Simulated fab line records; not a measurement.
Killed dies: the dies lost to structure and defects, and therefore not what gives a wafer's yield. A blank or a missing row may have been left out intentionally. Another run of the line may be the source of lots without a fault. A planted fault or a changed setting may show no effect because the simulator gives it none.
fab line records | flow n5_finfet | part 2 of 2: steps 6 to 6 of 6
record: lots: 9 wafers: 26 last_day: 17
route steps=1938 shown DUMMY_GATE@246 SD_EPI_N@277 BEOL_M4@1111 PASSIVATION@1936
lots that met no fault: taken from a fault-free run of the same line
start_h: hours from the record's opening day to when the first of the lot's shown wafers began | wait_h: hours from the lot's prior step to this one | " as in the row above | L1.1+2: one row covering several wafers at once | - either no value or no given start | * or withheld: withheld | < > ~ a bound
route shown NAME@n: NAME is a module with steps in the file, n the number in the route of the first one | usual: mean/standard deviation taken from wafers without a fault | same: alike in all rows | chamber/n: place in a boat | sites: the reading at each site | _std_site: standard deviation across them | _edge_site: the outer-site mean with the inner-site mean subtracted | radius_mm: for every site, how far away it sits from the centre of the wafer | mask NAME#n: copy n | behind: the tool/chamber that last shaped the wafer | hold: cause of the lot's hold/its duration in hours/its outcome | device: which transistor (n, p or np) failed to switch | end of line: the same wafers' tests at the end of the route | where a step has no rows: the recipe by itself | killed: count of dies lost to structure and defects at first sort (not the wafer's yield) | map: dies across one wafer; x = killed, . = not, _ = none there
set.NAME: the setting that was run; set.NAME@STEP: the one run at that earlier step | model.NAME: the simulator's own value behind a step, which no gauge read
route steps across a sampled set of lots; one table per step, one row per wafer
services: from which hour (start_h, from the record's first day; less than 0 if before it) a tool's chamber was out of use, for how many hours, and why
== steps ==
step: N5_PASSIVATION_PROBE_49
usual: defect_limited_yield: 91.1/1.4 killed_at_M0_to_M3: 36/9.9 killed_at_M4_up: 13/5.8 killed_at_contacts: 14/5.9 killed_at_front_end: 39/11 killed_at_other: 3.4/2.9 killed_dies: 105/17 killed_open: 70/13 killed_short: 34/7.3 sort_bin_5_function: 5.3/1 sort_bin_6_memory: 3.3/0.62 sort_bin_8_speed: 0.01/0.057 sort_n_pass: 1075/17 sort_yield_pct: 91.1/1.4
same: gross_dies: 1180 killed_at_back_side: 0 sort_bin_4_leakage[%]: 0
columns lot.wafer tool chamber start_h wait_h defect_limited_yield[%] killed_at_M0_to_M3 killed_at_M4_up killed_at_contacts killed_at_front_end killed_at_other killed_dies killed_open killed_short sort_bin_5_function[%] sort_bin_6_memory[%] sort_bin_8_speed[%] sort_n_pass sort_yield_pct[%]
L999.2 prober-02 - 292.06 0.1 90.3 37 18 18 40 2 115 77 36 5.8 3.3 0 1065 90.3
L999.5 prober-02 - 292.21 0.2 91.6 26 16 12 44 1 99 72 24 5.5 2.5 0 1081 91.6
L101.1 prober-01 - 292.63 0.0 90.4 36 12 16 44 5 113 75 36 5.9 3.1 0 1067 90.4
L101.4 prober-01 - 292.78 0.2 92.4 35 17 10 23 5 90 57 33 4.3 3.3 0 1090 92.4
L101.6 prober-01 - 292.88 0.3 90.3 39 9 16 45 6 115 77 37 6.2 3.0 0 1065 90.3
L105.2 prober-02 - 314.62 0.1 87.2 48 17 23 61 2 151 115 33 7.9 4.7 0 1029 87.2
L105.4 prober-02 - 314.72 0.2 88.6 55 16 13 49 1 134 96 36 7.7 3.2 0 1046 88.6
L105.5 prober-02 - 314.77 0.2 90.2 39 11 9 55 2 116 80 36 5.6 4.0 0 1064 90.2
L115.2 prober-01 - 379.13 0.1 89.8 47 15 17 41 0 120 74 33 6.0 2.8 89.83 0 0
L115.3 prober-01 - 379.18 0.1 88.9 56 16 16 42 1 131 92 38 6.9 3.6 88.90 0 0
L115.6 prober-01 - 379.33 0.3 89.2 47 14 25 41 0 127 82 44 6.6 3.7 89.24 0 0
L116.1 prober-02 - 385.70 0.0 92.4 25 21 13 29 2 90 60 28 4.6 2.7 92.37 0 0
L116.3 prober-02 - 385.80 0.1 92.0 23 10 17 41 3 94 68 24 4.2 3.6 92.03 0 0
L116.6 prober-02 - 385.95 0.3 93.7 17 11 9 30 7 74 55 16 3.6 2.5 93.73 0 0
L117.2 prober-01 - 390.70 0.1 87.8 43 14 17 64 6 144 86 53 7.3 4.6 87.80 0 0
L117.4 prober-01 - 390.80 0.2 88.9 28 9 19 72 3 131 85 46 7.9 2.8 88.90 0 0
L117.5 prober-01 - 390.85 0.2 90.3 38 8 8 60 1 115 68 43 4.7 4.6 90.25 0 0
L120.1 prober-01 - 400.45 0.0 91.9 34 11 15 36 0 96 65 28 4.7 2.9 0 1084 91.9
L120.3 prober-01 - 400.55 0.1 91.4 37 16 21 25 2 101 66 34 4.8 3.5 0 1079 91.4
L120.6 prober-01 - 400.70 0.3 91.1 45 15 17 26 2 105 68 36 5.4 3.2 0 1075 91.1
L121.2 prober-02 - 404.79 0.1 90.6 36 18 23 26 8 111 77 34 5.3 3.8 0 1069 90.6
L121.3 prober-02 - 404.84 0.1 89.2 34 15 29 43 7 128 97 31 6.9 3.7 0 1052 89.2
L121.5 prober-02 - 404.94 0.2 91.3 38 11 19 31 4 103 62 41 4.8 3.7 0 1077 91.3
L122.1 prober-02 - 414.09 0.0 91.4 34 8 14 39 7 102 57 45 4.3 3.7 0 1078 91.4
L122.2 prober-02 - 414.14 0.1 91.8 34 10 9 41 3 97 64 33 4.7 3.5 0 1083 91.8
L122.3 prober-02 - 414.19 0.1 91.8 32 5 10 41 9 97 56 39 5.5 2.4 0 1083 91.8
killed by level:class
L999.2 MOL_CONTACT_COAG:geometric_particle:open=16 BEOL_M2:geometric_particle:open=9 FIN_SAQP:geometric_particle:open=8 FIN_SAQP:geometric_particle:short=8 BEOL_M4:geometric_particle:open=8 BEOL_M1:geometric_particle:open=7 BEOL_M3:geometric_particle:open=7 GATE_CUT:geometric_particle:short=6
L999.5 MOL_CONTACT_COAG:geometric_particle:open=11 DUMMY_GATE:geometric_particle:open=10 BEOL_M4:geometric_particle:open=9 STI_FIN_REVEAL:geometric_particle:open=8 BEOL_M0_SAQP:geometric_particle:open=6 BEOL_M0_SAQP:geometric_particle:short=5 BEOL_M3:geometric_particle:open=5 FIN_SAQP:geometric_particle:open=4
L101.1 BEOL_M3:geometric_particle:open=13 FIN_SAQP:geometric_particle:short=12 MOL_CONTACT_COAG:geometric_particle:open=12 FIN_SAQP:geometric_particle:open=10 STI_FIN_REVEAL:geometric_particle:open=6 BEOL_M1:geometric_particle:open=6 MOL_CONTACT_COAG:geometric_particle:short=4 BEOL_M2:geometric_particle:open=4
L101.4 MOL_CONTACT_COAG:geometric_particle:open=9 FIN_SAQP:geometric_particle:short=7 BEOL_M0:geometric_particle:open=7 BEOL_M2:geometric_particle:open=7 GATE_CUT:geometric_particle:short=5 BEOL_M1:geometric_particle:short=5 BEOL_M1:geometric_particle:open=5 FIN_SAQP:geometric_particle:open=4
L101.6 MOL_CONTACT_COAG:geometric_particle:open=11 BEOL_M0_SAQP:geometric_particle:open=11 STI_FIN_REVEAL:geometric_particle:open=10 BEOL_M0_SAQP:geometric_particle:short=8 FIN_SAQP:geometric_particle:open=7 BEOL_M3:geometric_particle:open=7 BEOL_M1:geometric_particle:short=6 DUMMY_GATE:geometric_particle:open=5
L105.2 FIN_SAQP:geometric_particle:open=26 MOL_CONTACT_COAG:geometric_particle:open=20 BEOL_M1:geometric_particle:open=18 FIN_SAQP:geometric_particle:short=11 STI_FIN_REVEAL:geometric_particle:open=10 BEOL_M4:geometric_particle:open=9 BEOL_M3:geometric_particle:open=8 BEOL_M0_SAQP:geometric_particle:open=5
L105.4 FIN_SAQP:geometric_particle:open=18 MOL_CONTACT_COAG:geometric_particle:open=12 BEOL_M0:geometric_particle:open=10 STI_FIN_REVEAL:geometric_particle:open=9 BEOL_M0_SAQP:geometric_particle:open=9 BEOL_M0_SAQP:geometric_particle:short=8 BEOL_M2:geometric_particle:open=7 BEOL_M1:geometric_particle:open=7
L105.5 FIN_SAQP:geometric_particle:open=21 BEOL_M1:geometric_particle:open=11 FIN_SAQP:geometric_particle:short=9 MOL_CONTACT_COAG:geometric_particle:open=8 BEOL_M0_SAQP:geometric_particle:open=8 GATE_CUT:geometric_particle:open=7 BEOL_M0_SAQP:geometric_particle:short=7 BEOL_M3:geometric_particle:open=5
L115.2 MOL_CONTACT_COAG:geometric_particle:open=17 BEOL_M2:geometric_particle:open=13 HKMG_FIN:area_etch=12 BEOL_M0_SAQP:geometric_particle:short=10 STI_FIN_REVEAL:geometric_particle:open=9 FIN_SAQP:geometric_particle:short=7 BEOL_M0_SAQP:geometric_particle:open=6 BEOL_M2:geometric_particle:short=5
L115.3 BEOL_M2:geometric_particle:open=18 STI_FIN_REVEAL:geometric_particle:open=17 MOL_CONTACT_COAG:geometric_particle:open=15 BEOL_M0_SAQP:geometric_particle:open=13 BEOL_M0_SAQP:geometric_particle:short=12 BEOL_M1:geometric_particle:open=7 FIN_SAQP:geometric_particle:short=6 BEOL_M4:geometric_particle:open=5
L115.6 MOL_CONTACT_COAG:geometric_particle:open=21 BEOL_M0_SAQP:geometric_particle:short=15 STI_FIN_REVEAL:geometric_particle:open=14 BEOL_M0_SAQP:geometric_particle:open=12 BEOL_M2:geometric_particle:open=9 GATE_CUT:geometric_particle:short=7 FIN_SAQP:geometric_particle:short=4 BEOL_M5:geometric_particle:open=4
L116.1 BEOL_M4:geometric_particle:open=12 MOL_CONTACT_COAG:geometric_particle:open=9 STI_FIN_REVEAL:geometric_particle:open=8 BEOL_M0_SAQP:geometric_particle:short=5 GATE_CUT:geometric_particle:short=5 MOL_CONTACT_COAG:geometric_particle:short=4 BEOL_M0_SAQP:geometric_particle:open=4 BEOL_M2:geometric_particle:open=4
L116.3 MOL_CONTACT_COAG:geometric_particle:open=14 STI_FIN_REVEAL:geometric_particle:open=12 FIN_SAQP:geometric_particle:open=7 BEOL_M1:geometric_particle:open=6 BEOL_M2:geometric_particle:open=5 DUMMY_GATE:geometric_particle:open=4 GATE_CUT:geometric_particle:open=4 STI_FIN_REVEAL:geometric_particle:short=3
L116.6 FIN_SAQP:geometric_particle:open=12 MOL_CONTACT_COAG:geometric_particle:open=8 STI_FIN_REVEAL:geometric_particle:open=7 BEOL_M0_SAQP:geometric_particle:short=5 BEOL_M0_SAQP:geometric_particle:open=4 BEOL_M3:geometric_particle:open=3 BEOL_M4:geometric_particle:open=3 BEOL_M2:geometric_particle:open=3
L117.2 FIN_SAQP:geometric_particle:short=14 MOL_CONTACT_COAG:geometric_particle:open=14 BEOL_M0_SAQP:geometric_particle:short=11 BEOL_M0_SAQP:geometric_particle:open=11 GATE_CUT:geometric_particle:short=9 FIN_SAQP:geometric_particle:open=8 BEOL_M1:geometric_particle:open=7 DUMMY_GATE:geometric_particle:open=6
L117.4 MOL_CONTACT_COAG:geometric_particle:open=17 FIN_SAQP:geometric_particle:short=16 STI_FIN_REVEAL:geometric_particle:open=15 FIN_SAQP:geometric_particle:open=12 DUMMY_GATE:geometric_particle:open=7 BEOL_M0_SAQP:geometric_particle:open=7 BEOL_M1:geometric_particle:open=5 GATE_CUT:geometric_particle:open=5
L117.5 FIN_SAQP:geometric_particle:short=20 STI_FIN_REVEAL:geometric_particle:open=11 BEOL_M0_SAQP:geometric_particle:open=10 BEOL_M1:geometric_particle:open=8 MOL_CONTACT_COAG:geometric_particle:open=7 GATE_CUT:geometric_particle:short=6 BEOL_M3:geometric_particle:open=6 STARTING-WAFER:geometric_particle:open=5
L120.1 MOL_CONTACT_COAG:geometric_particle:open=11 STI_FIN_REVEAL:geometric_particle:open=9 BEOL_M0_SAQP:geometric_particle:short=8 FIN_SAQP:geometric_particle:open=7 GATE_CUT:geometric_particle:open=7 BEOL_M3:geometric_particle:open=7 BEOL_M2:geometric_particle:open=6 FIN_SAQP:geometric_particle:short=4
L120.3 MOL_CONTACT_COAG:geometric_particle:open=14 BEOL_M0_SAQP:geometric_particle:short=13 STI_FIN_REVEAL:geometric_particle:open=7 MOL_CONTACT_COAG:geometric_particle:short=7 BEOL_M2:geometric_particle:open=7 BEOL_M4:geometric_particle:open=7 FIN_SAQP:geometric_particle:open=5 BEOL_M3:geometric_particle:open=5
L120.6 MOL_CONTACT_COAG:geometric_particle:open=15 BEOL_M0_SAQP:geometric_particle:short=12 BEOL_M1:geometric_particle:open=10 BEOL_M0_SAQP:geometric_particle:open=7 FIN_SAQP:geometric_particle:short=6 FIN_SAQP:geometric_particle:open=5 BEOL_M3:geometric_particle:open=5 BEOL_M4:geometric_particle:open=4
L121.2 MOL_CONTACT_COAG:geometric_particle:open=21 BEOL_M0_SAQP:geometric_particle:short=11 BEOL_M0_SAQP:geometric_particle:open=10 FIN_SAQP:geometric_particle:open=9 BEOL_M5:geometric_particle:open=7 STI_FIN_REVEAL:geometric_particle:open=6 BEOL_M1:geometric_particle:open=5 FIN_SAQP:geometric_particle:short=4
L121.3 MOL_CONTACT_COAG:geometric_particle:open=27 STI_FIN_REVEAL:geometric_particle:open=11 BEOL_M0_SAQP:geometric_particle:open=9 FIN_SAQP:geometric_particle:open=7 BEOL_M4:geometric_particle:open=7 BEOL_M0_SAQP:geometric_particle:short=6 BEOL_M2:geometric_particle:open=6 FIN_SAQP:geometric_particle:short=5
L121.5 MOL_CONTACT_COAG:geometric_particle:open=15 BEOL_M0_SAQP:geometric_particle:short=15 FIN_SAQP:geometric_particle:short=7 STI_FIN_REVEAL:geometric_particle:open=7 BEOL_M0_SAQP:geometric_particle:open=7 BEOL_M3:geometric_particle:open=6 FIN_SAQP:geometric_particle:open=4 MOL_CONTACT_COAG:geometric_particle:short=4
L122.1 STI_FIN_REVEAL:geometric_particle:open=12 MOL_CONTACT_COAG:geometric_particle:open=12 FIN_SAQP:geometric_particle:short=11 BEOL_M0_SAQP:geometric_particle:short=11 BEOL_M0_SAQP:geometric_particle:open=9 BEOL_M0:geometric_particle:open=7 FIN_SAQP:geometric_particle:open=5 GATE_CUT:geometric_particle:short=4
L122.2 STI_FIN_REVEAL:geometric_particle:open=11 FIN_SAQP:geometric_particle:short=10 BEOL_M0_SAQP:geometric_particle:open=10 MOL_CONTACT_COAG:geometric_particle:open=8 BEOL_M0_SAQP:geometric_particle:short=8 FIN_SAQP:geometric_particle:open=5 BEOL_M0:geometric_particle:open=5 BEOL_M3:geometric_particle:open=4
L122.3 FIN_SAQP:geometric_particle:open=12 FIN_SAQP:geometric_particle:short=10 MOL_CONTACT_COAG:geometric_particle:open=10 BEOL_M0_SAQP:geometric_particle:short=10 BEOL_M0_SAQP:geometric_particle:open=7 BEOL_M1:geometric_particle:open=6 GATE_CUT:geometric_particle:short=5 STI_FIN_REVEAL:geometric_particle:open=4
== services ==
columns tool chamber start_h hours kind
rie_si-05 0 41.29 18.5 repair
rie_si-06 2 50.87 31.8 repair
rie_si-03 1 54.16 1.3 repair
rie_diel-04 1 65.99 7.4 repair
rie_si-03 1 70.86 - clean
rie_si-03 1 70.86 14.6 scheduled_down
rie_si-03 1 70.86 14.6 vent_cycle
rie_si-05 1 71.26 4.5 repair
rie_si-05 0 72.61 2.7 repair
rie_diel-04 2 76.84 9.3 repair
rie_diel-01 3 88.38 7.8 repair
rie_diel-04 3 90.75 21.3 repair
rie_si-05 0 96.58 3.6 repair
rie_si-04 0 127.15 36.9 repair
rie_diel-01 2 131.19 - clean
rie_diel-01 2 131.19 - consumable_replace:esc
rie_diel-01 2 131.19 - consumable_replace:focus_ring
rie_diel-01 2 131.19 22.0 scheduled_down
rie_diel-01 2 131.19 22.0 vent_cycle
rie_diel-01 0 134.94 7.9 repair
rie_si-02 - 135.14 2.8 pm
rie_si-01 2 142.10 2.6 repair
rie_si-02 - 168.12 28.1 pm
rie_si-03 2 177.27 8.2 repair
== key ==
first_sign: step: N5_SD_EPI_N_SD_RECESS_17 reading: tool_record direction: missing
effect: step: N5_BEOL_M4_RC_MEAS_101 reading: ION_N direction: down sigmas: 29 usual: 675 struck: 273
effect: step: N5_BEOL_M4_RC_MEAS_101 reading: REXT_N direction: up sigmas: 22 usual: 75.8 struck: 115.2
effect: step: N5_BEOL_M4_RC_MEAS_101 reading: CJ_N direction: down sigmas: 18 usual: 4.34 struck: 2.53
effect: step: N5_BEOL_M4_RC_MEAS_101 reading: VT_N_LVT direction: up sigmas: 10 usual: 100 struck: 140
effect: step: N5_BEOL_M4_RC_MEAS_101 reading: VT_N direction: up sigmas: 9.9 usual: 250 struck: 288
effect: step: N5_BEOL_M4_RC_MEAS_101 reading: DIBL_N direction: down sigmas: 4.2 usual: 36.2 struck: 27.9
effect: step: N5_BEOL_M4_RC_MEAS_101 reading: IOFF_N_LIN direction: down sigmas: 4 usual: 0.073 struck: 0.018
effect: step: N5_BEOL_M4_RC_MEAS_101 reading: IOFF_N_85C direction: down sigmas: 4 usual: 3.1 struck: 0.7
effect: step: N5_BEOL_M4_RC_MEAS_101 reading: IOFF_N direction: down sigmas: 3.6 usual: 0.16 struck: 0.03
effect: step: N5_BEOL_M4_RC_MEAS_101 reading: IOFF_N_LONG direction: down sigmas: 2.7 usual: 5.57e-05 struck: 4.86e-05
effect: step: N5_BEOL_M4_RC_MEAS_101 reading: SS_N direction: down sigmas: 2.2 usual: 71.5 struck: 70.1 wafers_moved: 8
effect: step: N5_PASSIVATION_PROBE_49 reading: sort_bin_8_speed direction: up sigmas: 99+ usual: 0.01 struck: 90.34
met_at N5_SD_EPI_N_SD_RECESS_17
struck_lots L115,L116,L117
baseline_loss: step: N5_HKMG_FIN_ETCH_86 wafers: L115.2
not_acting_at N5_DUMMY_GATE_ETCH_32,N5_DUMMY_GATE_ETCH_23,N5_SD_EPI_N_ETCHBACK_44
onset_between 85.23 144.93
fault: kind: skipped_step_whole tool: rie_si-02,rie_si-04,rie_si-05 chamber: - onset_h: 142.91 steps: N5_SD_EPI_N_SD_RECESS_17 scope: struck_lots_only
baseline_loss: these wafers lose ten dies or more at that step, a loss of the line's own and not of a fault; the sort's usual values leave them out
